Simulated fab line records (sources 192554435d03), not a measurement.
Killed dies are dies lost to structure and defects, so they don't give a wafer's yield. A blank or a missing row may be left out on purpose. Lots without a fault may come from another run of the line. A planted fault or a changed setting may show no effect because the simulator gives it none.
Matching of chambers | flow n5-finfet | N5_BEOL_M14_STRIP_37 on rie-diel-05: 4 sister chambers
The step strips in O2. 8 wafers are shown with their chamber, then 7 later ones without.

== WAFERS WITH THEIR CHAMBER ==
wafer  | chamber | showerhead-plenum-p-Torr (Torr) | throttle-valve-pct (%)
L074.3 | 2       | 2.15                            | 16.30
L078.2 | 3       | 2.12                            | 16.87
L078.5 | 3       | 2.12                            | 16.86
L083.1 | 1       | 2.22                            | 16.59
L083.3 | 2       | 2.14                            | 16.34
L083.4 | 0       | 2.02                            | 16.71
L081.2 | 0       | 2.01                            | 16.68
L081.3 | 1       | 2.22                            | 16.57

== WAFERS MISSING THEIR CHAMBER ==
wafer  | showerhead-plenum-p-Torr (Torr) | throttle-valve-pct (%)
L081.5 | 2.15                            | 16.36
L084.1 | 2.14                            | 16.33
L084.4 | 2.21                            | 16.60
L084.6 | 2.14                            | 16.38
L087.2 | 2.11                            | 16.91
L087.3 | 2.01                            | 16.76
L087.4 | 2.14                            | 16.40

== THE CHAMBER EACH PASSED THROUGH ==
wafer  | from the rows above | in truth
L081.5 | 2                   | 2
L084.1 | 2                   | 2
L084.4 | 1                   | 1
L084.6 | 2                   | 2
L087.2 | 3                   | 3
L087.3 | 0                   | 0
L087.4 | 2                   | 2
Placed correctly: 7 of 7. Can't be placed from these rows: 0. Number placed wrongly: 0.
How it was worked out, from the rows above alone: a wafer's distance from a chamber is the root of the sum, over the readings, of the square of ((its reading less the chamber's mean) divided by the reading's scatter). If the next closest chamber is less than 2 further off than the closest, the wafer can't be placed; otherwise it belongs to the closest. The mean given for a chamber averages the wafers shown for that chamber. The scatter is the square root of a quotient: the sum, over the shown wafers, of each reading's squared deviation from its chamber's mean, divided by wafers minus chambers.
